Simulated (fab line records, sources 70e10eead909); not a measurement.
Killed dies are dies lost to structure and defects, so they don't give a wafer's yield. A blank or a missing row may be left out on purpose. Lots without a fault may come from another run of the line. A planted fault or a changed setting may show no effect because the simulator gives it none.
fab line records | flow nand_harc
record lots=5 wafers=13 last_day=25
route steps=1159 shown A_M1@1029 END@1159
lots that met no fault: from a run of the same line without faults
start_h: hours from the record's first day to the start of the lot's first wafer shown | wait_h: hours since the lot's step before | " the same as in the row above | L1.1+2: a row that stands for several wafers | - no value, or no start given | * or withheld: withheld | < > ~ a bound
route shown NAME@n: a module of which the file shows steps, and the number in the route of the first | usual: mean/standard deviation of fault-free wafers | same: alike in all rows | chamber/n: place in a boat | sites: the reading at each site | _std_site: their standard deviation | _edge_site: outer sites' mean less inner sites' | radius_mm: how far each site lies from the wafer's centre | mask NAME#n: copy n | behind: the tool/chamber that last shaped the wafer | hold: why the lot was held/for how many hours/how that ended | device: the transistor (n, p or np) that didn't switch | end of line: the same wafers' tests at the end of the route | a step without rows: its recipe alone | killed: dies lost to structure and defects at the first sort, not the wafer's yield | map: a wafer's dies, x killed, . not, _ none there
set.NAME: the setting as run; set.NAME@STEP: as run at that earlier step | model.NAME: the simulator's own value behind a step, which no gauge read
lots at some steps of the route; a table a step, a row a wafer
services: from which hour (start_h, from the record's first day; less than 0 if before it) a tool's chamber was out of use, for how many hours, and why
## steps
# step NHARC_A_M1_COAT_34
# recipe temp_c=200 time_s=65
# step NHARC_A_M1_COAT_03
# recipe spin_rpm=1500 resist_thk_nm=90
# step NHARC_A_M1_SOFTBAKE_04
# recipe temp_c=105 time_s=55
# step NHARC_A_M1_EBR_05
# step NHARC_A_M1_EXPOSE_06
# recipe na=1.35 target_cd_nm=120 dose_mj=75.13 mask_id=A_M1
# step NHARC_A_M1_PEB_07
# recipe peb_temp_c=100 peb_time_s=65
# step NHARC_A_M1_DEVELOP_08
# recipe develop_time_s=35 dev_temp_c=23
# step NHARC_A_M1_CD_MEAS_09
# recipe target_cd_nm=120 landing_energy_ev=500
# usual cd_nm=120.0/0.47
# columns lot.wafer tool chamber start_h wait_h cd_nm
L220.2 cd_sem-01 0 420.84 - 120.1
L234.1 cd_sem-02 0 500.07 - 120.3
L234.5 " 0 " " 119.9
L234.6 " 0 " " 120.0
L235.2 cd_sem-03 0 511.42 - 120.1
L235.4 " 0 " " 119.7
L235.5 " 0 " " 119.6
L238.1 cd_sem-02 0 537.00 - 119.2
L238.3 " 0 " " 119.8
L238.5 " 0 " " 119.2
L239.1 cd_sem-03 0 548.17 - 119.5
L239.3 " 0 " " 120.1
L239.6 " 0 " " 120.4
# step NHARC_A_M1_OVL_MEAS_10
# recipe pitch_nm=240
# usual overlay_x_nm=0.2/0.92 overlay_y_nm=-0.1/0.89
# columns lot.wafer tool chamber start_h wait_h overlay_x_nm overlay_y_nm
L220.2 overlay-01 - 420.92 - -0.9 -0.7
L234.1 overlay-02 - 500.16 - -0.4 0.4
L234.5 " - " " -0.2 0.1
L234.6 " - " " -0.1 0.1
L235.2 overlay-01 - 511.51 - -0.1 -0.4
L235.4 " - " " -0.1 -0.8
L235.5 " - " " -0.4 -1.2
L238.1 overlay-02 - 537.09 - -0.3 -0.1
L238.3 " - " " 0.3 -0.3
L238.5 " - " " -0.9 -0.2
L239.1 overlay-02 - 548.26 - -0.9 -0.4
L239.3 " - " " -0.6 -0.4
L239.6 " - " " -0.6 0.0
# step NHARC_A_M1_INSPECT_11
# usual raw_defect_count=34/16
# columns lot.wafer tool chamber start_h wait_h raw_defect_count
L220.2 defect_inspect-01 - 420.98 0.1 34
L234.1 defect_inspect-02 - 500.19 0.0 53
L234.5 " - " " 53
L234.6 " - " " 60
L235.2 defect_inspect-02 - 511.55 0.0 60
L235.4 " - " " 52
L235.5 " - " " 49
L238.1 defect_inspect-01 - 537.14 0.1 62
L238.3 " - " " 69
L238.5 " - " " 62
L239.1 defect_inspect-02 - 548.30 0.0 15
L239.3 " - " " 26
L239.6 " - " " 19
# step NHARC_A_M1_DESCUM_14
# recipe time_s=3 o2_flow_sccm=200 ar_flow_sccm=0 bias_power_w=0 chemistry=O2
# usual drypump_motor_current_A=5.8/0.42 oes_product_au=1.004/0.0092 rf_vpp_V=57.8/0.88 showerhead_plenum_p_Torr=1.89/0.08 throttle_valve_pct=11.311/0.0092
# columns lot.wafer tool chamber start_h wait_h drypump_motor_current_A oes_product_au rf_hours_counter_h rf_vpp_V showerhead_plenum_p_Torr throttle_valve_pct
L220.2 rie_diel-05 2 421.05 0.1 5.5 1.004 7 57.3 1.84 11.325
L234.1 rie_diel-08 3 500.26 0.1 6.2 1.006 0 57.1 1.79 11.301
L234.5 " 3 " " 6.2 1.007 - 56.5 1.79 11.328
L234.6 " 0 " " 6.0 1.030 - 58.7 1.93 11.318
L235.4 rie_diel-08 0 511.61 0.1 6.0 1.013 1 58.6 1.93 11.307
L235.2 " 1 " " 6.2 1.005 0 58.2 1.86 11.296
L235.5 " 1 " " 6.2 1.001 - 58.4 1.86 11.309
L238.1 rie_diel-05 0 537.21 0.1 6.0 0.991 0 56.8 1.85 11.333
L238.3 " 1 " " 6.3 1.005 0 58.5 2.01 11.309
L238.5 " 3 " " 5.0 0.999 - 57.6 1.80 11.316
L239.1 rie_diel-08 0 548.37 0.1 6.0 1.012 2 57.1 1.93 11.320
L239.3 " 2 " " 5.1 1.009 1 60.1 2.05 11.307
L239.6 " 3 " " 6.2 1.001 - 57.9 1.79 11.296
# step NHARC_A_M1_ETCH_35
# recipe target_depth_a=400 overetch_a=120 time_s=43.94 ion_energy_ev=200 n2_flow_sccm=150 h2_flow_sccm=150 ar_flow_sccm=0 rf_w=400 bias_w=150 chemistry=N2/H2
# usual bias_w=150.0/0.49 drypump_motor_current_A=5.8/0.42 oes_product_au=1.003/0.0074 rf_vpp_V=429.8/2.6 showerhead_plenum_p_Torr=2.01/0.088 throttle_valve_pct=14.171/0.009
# columns lot.wafer tool chamber start_h wait_h bias_w drypump_motor_current_A oes_product_au rf_hours_counter_h rf_vpp_V showerhead_plenum_p_Torr throttle_valve_pct
L220.2 rie_diel-05 1 421.13 0.1 149.4 6.3 1.001 7 434.5 2.15 14.180
L234.1 rie_diel-08 0 500.35 0.1 149.6 6.0 1.009 0 431.3 2.06 14.166
L234.5 " 3 " " 149.7 6.2 0.996 - 427.6 1.91 14.170
L234.6 " 0 " " 150.1 6.0 1.007 - 431.7 2.06 14.182
L235.2 rie_diel-08 0 511.69 0.1 150.6 6.0 1.015 1 431.3 2.06 14.173
L235.4 " 2 " " 149.5 5.1 1.009 0 435.4 2.19 14.172
L235.5 " 0 " " 150.4 6.0 1.007 - 430.8 2.06 14.176
L238.3 rie_diel-05 3 537.29 0.1 149.8 5.0 1.004 1 427.5 1.92 14.174
L238.1 " 1 " " 150.8 6.3 0.994 0 433.8 2.15 14.167
L238.5 " 0 " " 149.8 6.0 1.001 - 429.0 1.98 14.166
L239.3 rie_diel-08 0 548.45 0.1 149.4 6.0 1.009 2 430.7 2.06 14.176
L239.1 " 1 " " 149.4 6.2 0.999 2 428.5 1.98 14.193
L239.6 " 3 " " 149.3 6.2 0.998 - 425.7 1.91 14.161
# step NHARC_A_M1_ETCH_15
# recipe target_depth_a=1825 time_s=91.2 c4f8_flow_sccm=withheld ar_flow_sccm=400 rf_w=600 bias_w=300 chemistry=C4F8/Ar
# usual bias_w=300.0/0.94 oes_product_au=0.953/0.023 rf_vpp_V=440.3/2.6
# columns lot.wafer tool chamber start_h wait_h bias_w oes_product_au rf_hours_counter_h rf_vpp_V
L220.2 rie_diel-05 0 421.23 - 300.1 0.970 6 440.2
L234.1 rie_diel-08 2 500.45 - 299.6 0.990 0 444.3
L234.5 " 0 " " 300.7 0.972 - 440.2
L234.6 " 1 " " 297.7 0.981 - 438.9
L235.4 rie_diel-08 1 511.79 - 299.7 0.961 1 439.5
L235.2 " 2 " " 300.0 0.990 1 445.5
L235.5 " 1 " " 300.4 0.965 - 439.2
L238.3 rie_diel-05 0 537.38 - 299.7 0.959 0 438.0
L238.1 " 2 " " 299.0 0.972 1 438.2
L238.5 " 0 " " 300.2 0.955 - 437.9
L239.1 rie_diel-08 3 548.53 - 301.3 0.935 1 437.4
L239.3 " 0 " " 299.8 0.939 2 441.8
L239.6 " 0 " " 300.6 0.941 - 441.5
# step NHARC_A_M1_CD_MEAS_16
# usual cd_nm=120.0/0.58
# columns lot.wafer tool chamber start_h wait_h cd_nm
L220.2 cd_sem-01 - 421.34 - 120.5
L234.1 cd_sem-03 - 500.56 - 120.0
L234.5 " - " " 119.6
L234.6 " - " " 120.3
L235.2 cd_sem-01 - 511.91 - 119.5
L235.4 " - " " 120.2
L235.5 " - " " 119.4
L238.1 cd_sem-01 - 537.51 - 120.1
L238.3 " - " " 120.8
L238.5 " - " " 119.7
L239.1 cd_sem-03 - 548.66 - 120.3
L239.3 " - " " 120.1
L239.6 " - " " 120.4
# step NHARC_A_M1_STRIP_18
# recipe power_w=1000 n2_flow_sccm=150 h2_flow_sccm=150 ar_flow_sccm=0 bias_w=0 chemistry=N2/H2
# step NHARC_A_M1_ETCH_28
# recipe target_depth_a=300 over_etch_frac=0.3 time_s=72.99 ion_energy_ev=150 cf4_flow_sccm=50 n2_flow_sccm=100 ar_flow_sccm=150 rf_w=300 bias_w=100 chemistry=CF4/N2
# usual bias_w=99.93/0.27 drypump_motor_current_A=5.8/0.43 oes_product_au=1.003/0.0062 rf_vpp_V=313.7/2 showerhead_plenum_p_Torr=2.60/0.11 throttle_valve_pct=19.795/0.0079
# columns lot.wafer tool chamber start_h wait_h bias_w drypump_motor_current_A oes_product_au rf_hours_counter_h rf_vpp_V showerhead_plenum_p_Torr throttle_valve_pct
L220.2 rie_diel-08 1 - - 100.12 6.3 1.005 3 312.6 2.55 19.789
L234.1 rie_diel-08 2 - - 100.11 5.1 1.004 0 317.1 2.81 19.798
L234.6 " 0 " " 99.92 6.0 1.013 - 315.0 2.65 19.797
L234.5 " 1 " " 100.05 6.2 0.999 - 312.6 2.55 19.792
L235.4 rie_diel-05 2 - - 98.98 5.5 1.002 14 310.7 2.52 19.795
L235.2 " 3 " " 99.77 5.0 0.999 12 309.1 2.48 19.804
L235.5 " 0 " " 99.76 6.0 1.005 - 313.5 2.55 19.795
L238.3 rie_diel-08 3 - - 99.68 6.2 0.999 1 311.7 2.47 19.800
L238.1 " 0 " " 100.07 6.0 1.010 2 315.1 2.65 19.812
L238.5 " 0 " " 99.68 6.0 1.010 - 313.4 2.65 19.801
L239.1 rie_diel-05 3 - - 99.95 5.0 1.003 1 311.6 2.48 19.790
L239.3 " 2 " " 100.27 5.5 0.997 1 312.0 2.52 19.802
L239.6 " 0 " " 99.48 6.0 1.006 - 312.1 2.55 19.801
# step NHARC_A_M1_STRIP_19
# recipe time_s=600 temp_c=30 chemistry=post_etch_residue_remover
# step NHARC_A_M1_DEGAS_29
# recipe temp_c=250 time_s=60
# step NHARC_A_M1_PRE_CLEAN_30
# recipe time_s=30 temp_c=280 gas=H2/He
# step NHARC_A_M1_PVD_20
# recipe target_thk_a=50 bias_v=168.6 power_w=15000 chamber_pressure_pa=0.12 time_s=8.06 substrate_temp_c=50 material=TaN
# usual chamber_pressure_pa=0.12/0.00023 throttle_valve_pct=30.1/1.1
# columns lot.wafer tool chamber start_h wait_h chamber_pressure_pa throttle_valve_pct
L220.2 pvd_sputter-02 - - - 0.11983 30.0
L234.1 pvd_sputter-01 - - - 0.11949 27.5
L234.6 " - " " 0.12023 30.5
L234.5 " - " " 0.11996 30.8
L235.2 pvd_sputter-01 - - - 0.11967 30.8
L235.4 " - " " 0.12009 27.3
L235.5 " - " " 0.11989 30.7
L238.3 pvd_sputter-02 - - - 0.12026 30.3
L238.1 " - " " 0.1199 30.8
L238.5 " - " " 0.12007 30.5
L239.1 pvd_sputter-01 - - - 0.11987 31.9
L239.3 " - " " 0.11964 27.5
L239.6 " - " " 0.11959 31.7
# step NHARC_A_M1_PVD_21
# recipe target_thk_a=300 chamber_pressure_pa=5 power_w=5000 substrate_temp_c=30 time_s=20.49 material=Cu
# step NHARC_A_M1_ECD_22
# recipe target_thk_a=4000 bath_temp_c=25 material=Cu
# step NHARC_A_M1_ANNEAL_31
# recipe temp_c=225 time_s=90
# usual anneal_temp_c=225.01/0.18 wafer_temp_C_max=226.19/0.27
# columns lot.wafer tool chamber start_h wait_h anneal_temp_c wafer_temp_C_max
L220.2 rtp_anneal-01 0 422.84 - 224.84 226.10
L234.1 rtp_anneal-02 0 502.03 - 224.84 226.15
L234.5 " 0 " " 225.20 226.42
L234.6 " 0 " " 225.05 226.08
L235.2 rtp_anneal-02 0 513.42 - 224.93 226.54
L235.4 " 0 " " 224.70 226.27
L235.5 " 0 " " 225.04 226.45
L238.1 rtp_anneal-02 0 539.30 - 225.37 226.15
L238.3 " 0 " " 225.05 226.73
L238.5 " 0 " " 225.16 226.11
L239.1 rtp_anneal-02 0 550.27 - 225.00 226.43
L239.3 " 0 " " 225.05 226.06
L239.6 " 0 " " 224.61 226.19
# step NHARC_A_M1_CMP_23
# recipe t_overpolish_s=20 target_thk_nm=154.34
# step NHARC_A_M1_THK_MEAS_24
# recipe thk_meas_gauge=xrf
# usual thk_nm=154.1/1.3
# columns lot.wafer tool chamber start_h wait_h thk_nm
L220.2 film_metro-01 - 423.45 - 155.2
L234.1 film_metro-01 - 502.69 - 155.6
L234.5 " - " " 155.7
L234.6 " - " " 153.7
L235.2 film_metro-02 - 514.03 - 153.5
L235.4 " - " " 154.3
L235.5 " - " " 153.2
L238.1 film_metro-02 - 539.96 - 153.3
L238.3 " - " " 152.3
L238.5 " - " " 154.3
L239.1 film_metro-01 - 550.94 - 155.5
L239.3 " - " " 152.7
L239.6 " - " " 154.6
# step NHARC_A_M1_SRD_25
# step NHARC_END_SORT_01
# recipe temp_c=25
# usual defect_limited_yield=95.5/1.6 killed_at_array=27/11 killed_at_other=0.8/1.1 killed_at_periphery=2.8/1.9 killed_dies=30/11 killed_open=3.3/1.8 killed_short=2.3/1.5 sort_bin_2_pct=1.4/0.68 sort_bin_3_pct=0.27/0.22 sort_bin_4_pct=2.8/0.99 sort_n_pass=647/11 sort_rim_yield_pct=94.3/2.9 sort_yield_pct=95.5/1.6
# same gross_dies=677 sort_bin_5_pct[%]=0 sort_bin_6_pct[%]=0 sort_bin_7_pct[%]=0 sort_bin_8_pct[%]=0 sort_rim_n_gross=106.00
# columns lot.wafer tool chamber start_h wait_h defect_limited_yield[%] killed_at_array killed_at_other killed_at_periphery killed_dies killed_open killed_short sort_bin_2_pct[%] sort_bin_3_pct[%] sort_bin_4_pct[%] sort_n_pass sort_rim_yield_pct[%] sort_yield_pct[%]
L220.2 prober-02 0 462.63 2.8 89.2 70 0 3 73 2 5 4.9 1.92 4.0 604 79.2 89.2
L234.1 prober-02 0 536.78 2.5 94.1 38 2 0 40 3 2 2.1 0.30 3.5 637 91.5 94.1
L234.5 prober-02 0 539.96 3.7 93.1 42 0 5 47 4 5 2.5 0.30 4.1 630 91.5 93.1
L234.6 prober-02 0 540.76 4.0 95.4 30 1 0 31 0 1 1.8 0.15 2.7 646 94.3 95.4
L235.2 prober-02 0 556.47 2.8 92.9 41 1 6 48 5 3 2.8 0.74 3.5 629 90.6 92.9
L235.4 prober-02 0 558.08 3.4 92.6 46 0 4 50 2 2 2.7 0.15 4.6 627 95.3 92.6
L235.5 prober-02 0 558.89 3.7 95.0 30 0 4 34 3 1 1.8 0.30 3.0 643 93.4 95.0
L238.1 prober-01 0 572.48 2.5 92.6 49 0 1 50 1 4 2.4 0.30 4.7 627 91.5 92.6
L238.3 prober-01 0 574.09 3.1 95.1 28 2 3 33 3 2 2.7 0.30 1.9 644 88.7 95.1
L238.5 prober-01 0 575.69 3.7 94.2 39 0 0 39 1 0 2.2 0.15 3.4 638 92.5 94.2
L239.1 prober-02 0 584.57 2.5 97.0 18 0 2 20 6 2 0.9 0.15 1.9 657 95.3 97.0
L239.3 prober-02 0 586.17 3.1 96.0 22 3 2 27 3 0 1.0 0.15 2.8 650 93.4 96.0
L239.6 prober-02 0 588.57 4.0 97.3 17 0 1 18 1 1 0.7 0 1.9 659 99.1 97.3
# killed by level:class
L220.2 A_M1:unspecified=48 A_CHANNEL_HOLE_D1:chamber_film_flake=6 A_SLIT:chamber_film_flake=6 A_STAIRCASE:chamber_film_flake=2 A_CONTACT:chamber_film_flake=2 P_CONTACT:geometric_particle:short=1 P_M0:geometric_particle:short=1 A_SOURCE_PLATE:geometric_particle:short=1
L234.1 A_SLIT:chamber_film_flake=13 A_CHANNEL_HOLE_D1:chamber_film_flake=10 A_CONTACT:chamber_film_flake=4 A_STAIRCASE:chamber_film_flake=3 A_ONON_D1:geometric_particle:short=2 A_CHANNEL_FILL_D1:chamber_film_flake=2 A_WL_FILL:geometric_particle:open=1 A_M0:geometric_particle:open=1
L234.5 A_CHANNEL_HOLE_D1:chamber_film_flake=14 A_SLIT:chamber_film_flake=13 A_STAIRCASE:chamber_film_flake=4 A_CHANNEL_FILL_D1:geometric_particle:short=3 P_ZERO_WELL:chamber_film_flake=3 A_CHANNEL_FILL_D1:geometric_particle:open=2 A_CONTACT:chamber_film_flake=2 P_CONTACT:geometric_particle:short=1
L234.6 A_CHANNEL_HOLE_D1:chamber_film_flake=19 A_SLIT:chamber_film_flake=5 A_STAIRCASE:chamber_film_flake=2 A_ONON_D1:geometric_particle:short=1 A_CHANNEL_FILL_D1:chamber_film_flake=1 A_WL_FILL:chamber_film_flake=1 A_M1:chamber_film_flake=1 THIN_TSV:chamber_film_flake=1
L235.2 A_CHANNEL_HOLE_D1:chamber_film_flake=21 A_SLIT:chamber_film_flake=5 A_CHANNEL_FILL_D1:chamber_film_flake=4 A_STAIRCASE:chamber_film_flake=4 P_GATE:chamber_film_flake=2 P_ZERO_WELL:geometric_particle:open=1 P_GATE:geometric_particle:open=1 P_M1:geometric_particle:open=1
L235.4 A_CHANNEL_HOLE_D1:chamber_film_flake=22 A_SLIT:chamber_film_flake=11 A_STAIRCASE:chamber_film_flake=6 A_CONTACT:chamber_film_flake=4 P_CONTACT:geometric_particle:open=1 P_M1:geometric_particle:open=1 A_CHANNEL_HOLE_D1:geometric_particle:short=1 A_SLIT:geometric_particle:short=1
L235.5 A_CHANNEL_HOLE_D1:chamber_film_flake=11 A_SLIT:chamber_film_flake=10 P_ZERO_WELL:chamber_film_flake=3 A_STAIRCASE:chamber_film_flake=3 A_CHANNEL_FILL_D1:chamber_film_flake=2 P_M0:geometric_particle:open=1 A_ONON_D1:geometric_particle:open=1 A_SLIT:geometric_particle:short=1
L238.1 A_CHANNEL_HOLE_D1:chamber_film_flake=27 A_SLIT:chamber_film_flake=7 A_CONTACT:chamber_film_flake=3 A_BONDPAD:chamber_film_flake=3 A_ONON_D1:geometric_particle:short=2 A_ZERO_WELL:chamber_film_flake=2 A_STAIRCASE:chamber_film_flake=2 A_ONON_D1:geometric_particle:open=1
L238.3 A_CHANNEL_HOLE_D1:chamber_film_flake=12 A_SLIT:chamber_film_flake=6 A_STAIRCASE:chamber_film_flake=4 P_M0:geometric_particle:open=2 A_CONTACT:chamber_film_flake=2 A_ONON_D1:geometric_particle:open=1 A_CHANNEL_HOLE_D1:geometric_particle:short=1 P_ZERO_WELL:chamber_film_flake=1
L238.5 A_CHANNEL_HOLE_D1:chamber_film_flake=19 A_SLIT:chamber_film_flake=8 A_CONTACT:chamber_film_flake=4 A_STAIRCASE:chamber_film_flake=3 A_M1:chamber_film_flake=2 A_SGD_CUT:geometric_particle:open=1 A_ZERO_WELL:chamber_film_flake=1 A_BONDPAD:chamber_film_flake=1
L239.1 A_STAIRCASE:chamber_film_flake=4 A_CHANNEL_HOLE_D1:chamber_film_flake=3 A_CONTACT:chamber_film_flake=3 A_BLC:geometric_particle:open=2 A_WL_FILL:chamber_film_flake=2 P_GATE:geometric_particle:open=1 P_M0:geometric_particle:open=1 A_ONON_D1:geometric_particle:open=1
L239.3 A_CONTACT:chamber_film_flake=10 A_STAIRCASE:chamber_film_flake=7 A_WL_FILL:chamber_film_flake=3 THIN_TSV:chamber_film_flake=3 P_CONTACT:geometric_particle:open=1 P_M0:geometric_particle:open=1 A_CHANNEL_FILL_D1:geometric_particle:open=1 A_CHANNEL_HOLE_D1:chamber_film_flake=1
L239.6 A_CONTACT:chamber_film_flake=5 A_CHANNEL_HOLE_D1:chamber_film_flake=4 A_STAIRCASE:chamber_film_flake=2 A_WL_FILL:chamber_film_flake=2 P_M0:geometric_particle:open=1 A_CHANNEL_HOLE_D1:geometric_particle:short=1 A_ZERO_WELL:chamber_film_flake=1 A_M1:chamber_film_flake=1
# map L220.2 (x killed, . not)
____________x____________
_________x..xx.._________
_______..xxx......_______
______...x.........______
_____..............._____
____......x..........____
____............x....____
___...................___
___....x..............___
__..................xx.__
__....................x__
_...................xxxx_
_.........x.........xxxx_
_........x...........xxx_
_..................xxxxx_
_....................xxx_
...................xxxxxx
......x.............xxxxx
....................xxxxx
.....................xxxx
....................xx.xx
_...................xxx._
_.........x............._
_......................._
_......................._
_......................._
__................x....__
__..............x......__
___...................___
___x..x...............___
____x.x..............____
____.x...............____
_____x.............._____
______x............______
_______..........._______
_________......._________
____________.____________
# map L238.1 (x killed, . not)
____________.____________
_________x......_________
_______......x...._______
______.............______
_____..x............_____
____......x..........____
____.................____
___....x..x...........___
___...................___
__........x............__
__.....................__
_...........x..........._
_......................._
_......................._
_...x..................._
_....................x.._
......x..................
......x..........x.......
...xxx...................
.....x...........x.......
.x.x.....................
_x.xxx.................._
_.xxxxxx................_
_x...xx..........x......_
_..xx..............x.x.._
_...x..................._
__x...x................__
__.....................__
___...................___
___...................___
____.x...............____
____.xxx.............____
_____x.............._____
______xx...........______
_______...x......._______
_________.x....._________
____________.____________
## services
# columns tool chamber start_h hours kind
rie_diel-05 3 403.33 3.4 repair
rie_diel-08 0 408.85 - clean
rie_diel-08 1 408.85 - clean
rie_diel-08 2 408.85 - clean
rie_diel-08 3 408.85 - clean
rie_diel-08 0 433.35 - clean
rie_diel-08 1 433.35 - clean
rie_diel-08 2 433.35 - clean
rie_diel-08 3 433.35 - clean
pvd_sputter-01 - 448.04 17.1 repair
rie_diel-08 0 450.57 13.5 repair
rie_diel-08 1 457.85 - clean
rie_diel-08 2 457.85 - clean
rie_diel-08 3 457.85 - clean
rie_diel-08 - 478.80 9.0 pm
rie_diel-08 0 478.80 9.0 vent_cycle
rie_diel-08 1 478.80 9.0 vent_cycle
rie_diel-08 2 478.80 9.0 vent_cycle
rie_diel-05 2 506.36 4.1 repair
pvd_sputter-01 - 514.00 10.0 pm
rie_diel-05 - 517.60 9.0 pm
rie_diel-08 3 518.55 6.3 repair
rie_diel-08 2 527.76 13.6 repair
pvd_sputter-01 - 533.83 4.3 repair
## key
first_sign step=NHARC_END_SORT_01 reading=killed_at_array direction=up sigmas=4 usual=27 struck=70
effect step=NHARC_END_SORT_01 reading=killed_dies direction=up sigmas=3.9 usual=30 struck=73
more_kills_born_at NHARC_A_M1_ETCH_15@rie_diel-05=47
met_at NHARC_A_M1_ETCH_15
struck_wafers L220.2
also_fits NHARC_A_M1_ANNEAL_31:rtp_anneal-01
fault kind=chamber_particle_source tool=rie_diel-05 chamber=0 onset_h=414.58 steps=NHARC_A_M1_ETCH_15 rate_per_visit_cm2=0.69882 end_h=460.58
